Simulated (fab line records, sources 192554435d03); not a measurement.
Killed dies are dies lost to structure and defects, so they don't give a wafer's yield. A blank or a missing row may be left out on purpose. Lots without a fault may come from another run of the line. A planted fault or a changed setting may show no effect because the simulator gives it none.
Split-lot experiment | flow n5_finfet | 7 lots, 39 wafers read, on a route of 1938 steps

THE SPLIT
At N5_BEOL_M10_ALD_74 (deposits TaN, target thk 2 nm, pulse time 2 s, purge time 3 s), the setting ald_cycles was moved away from the recipe's 40 on 12 of the 39 wafers read, by -40.0% to +25.0%. The other wafers ran this setting at the recipe's value.

The reading is taken at the split's own step.

THE READING
TaN_of_BEOL_M10_ALD_74.thk_nm (the simulator's own value, which no gauge read), in nm, at N5_BEOL_M10_ALD_74 (deposits TaN, target thk 2 nm, pulse time 2 s, purge time 3 s). The file gives no usual value for it.

wafer  | tool, chamber at the split | ald_cycles as run | against the recipe | TaN_of_BEOL_M10_ALD_74.thk_nm, nm | against lot-mates on the recipe
L076.1 | ald_metal-03, 1            | 26                | -35.0%             | 1.2                               | -0.8
L076.2 | ald_metal-03, 2,3          | 26                | -35.0%             | 1.4                               | -0.6
L076.6 | ald_metal-03, 2,3          | 26                | -35.0%             | 1.4                               | -0.6
L076.3 | ald_metal-03, 3,0,2        | 40                | recipe             | 2                                 | -
L076.4 | ald_metal-03, 3,0,2        | 40                | recipe             | 2                                 | -
L076.5 | ald_metal-03, 3,0,2        | 40                | recipe             | 2                                 | -
L081.1 | ald_metal-03, 1,0,2        | 24                | -40.0%             | 1.2                               | -0.8
L081.2 | ald_metal-03, 1,0,2        | 24                | -40.0%             | 1.2                               | -0.8
L081.3 | ald_metal-03, 1,0,2        | 24                | -40.0%             | 1.2                               | -0.8
L081.4 | ald_metal-03, 1,2,0        | 40                | recipe             | 2                                 | -
L081.5 | ald_metal-03, 1,2,0        | 40                | recipe             | 2                                 | -
L081.6 | ald_metal-03, 1,2,0        | 40                | recipe             | 2                                 | -
L082.1 | ald_metal-02, 3,1,2,0,3,2  | 40                | recipe             | 2                                 | -
L082.2 | ald_metal-02, 3,1,2,0,3,2  | 40                | recipe             | 2                                 | -
L082.3 | ald_metal-02, 3,1,2,0,3,2  | 40                | recipe             | 2                                 | -
L082.4 | ald_metal-02, 3,1,2,0,3,2  | 40                | recipe             | 2                                 | -
L082.5 | ald_metal-02, 3,1,2,0,3,2  | 40                | recipe             | 2                                 | -
L082.6 | ald_metal-02, 3,1,2,0,3,2  | 40                | recipe             | 2                                 | -
L087.1 | ald_metal-03, 2,0,3        | 48                | +20.0%             | 2.4                               | +0.4
L087.2 | ald_metal-03, 2,0,3        | 48                | +20.0%             | 2.4                               | +0.4
L087.4 | ald_metal-03, 2,0,3        | 48                | +20.0%             | 2.4                               | +0.4
L087.3 | ald_metal-03, 1,1,0        | 40                | recipe             | 2                                 | -
L087.5 | ald_metal-03, 1,1,0        | 40                | recipe             | 2                                 | -
L087.6 | ald_metal-03, 1,1,0        | 40                | recipe             | 2                                 | -
L089.1 | ald_metal-04, 0,2,1        | 40                | recipe             | 2                                 | -
L089.4 | ald_metal-04, 0,2,1        | 40                | recipe             | 2                                 | -
L089.5 | ald_metal-04, 0,2,1        | 40                | recipe             | 2                                 | -
L089.2 | ald_metal-04, 1,0          | 50                | +25.0%             | 2.4                               | +0.4
L089.6 | ald_metal-04, 1,0          | 50                | +25.0%             | 2.4                               | +0.4
L089.3 | ald_metal-04, 3            | 50                | +25.0%             | 2.6                               | +0.6
L092.1 | ald_metal-02, 0,3,1        | 40                | recipe             | 2                                 | -
L092.2 | ald_metal-02, 0,3,1        | 40                | recipe             | 2                                 | -
L092.4 | ald_metal-02, 0,3,1        | 40                | recipe             | 2                                 | -
L093.1 | ald_metal-02, 0,3,1,2,1,0  | 40                | recipe             | 2                                 | -
L093.2 | ald_metal-02, 0,3,1,2,1,0  | 40                | recipe             | 2                                 | -
L093.3 | ald_metal-02, 0,3,1,2,1,0  | 40                | recipe             | 2                                 | -
L093.4 | ald_metal-02, 0,3,1,2,1,0  | 40                | recipe             | 2                                 | -
L093.5 | ald_metal-02, 0,3,1,2,1,0  | 40                | recipe             | 2                                 | -
L093.6 | ald_metal-02, 0,3,1,2,1,0  | 40                | recipe             | 2                                 | -
Where a row lists several chambers, the file gives one row for several wafers and doesn't say which wafer went through which chamber.

THE FIT
A straight line over all 39 wafers: TaN_of_BEOL_M10_ALD_74.thk_nm changes by +0.0195 nm for each +1% of ald_cycles; r = +0.99; the points scatter about the line by 0.039 nm.
The same after taking each lot's own level away (the mean of its wafers on the recipe; 39 wafers): +0.0195 nm for each +1%; r = +0.99; scatter 0.039 nm.
On that fit, the largest move of ald_cycles shifts the reading by 0.78 nm.
The lots' own levels span 2.00 to 2.00 nm.
So the lot-to-lot level changes the slope little: the two slopes agree.
Check: with one of the wafers moved furthest among these (-40.0%) left out of the fit, the line predicts -0.777 nm for it against its lot-mates. It came out at -0.8 nm against them.

OTHER SPLITS ON THESE WAFERS
These wafers also went through other splits before the reading. Each is held against what the fit with the lots' levels taken away leaves over:
other split on the same wafers    | wafers away from the commonest value | r with TaN_of_BEOL_M10_ALD_74.thk_nm (lot level and that fit taken away)
N5_BEOL_M9_ETCH_62 target_depth_a | 12                                   | +0.00

THE FILE'S OWN FIT
TaN_of_BEOL_M10_ALD_74.thk_nm changes by +0.0195 nm for each +1% of ald_cycles, r = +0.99.
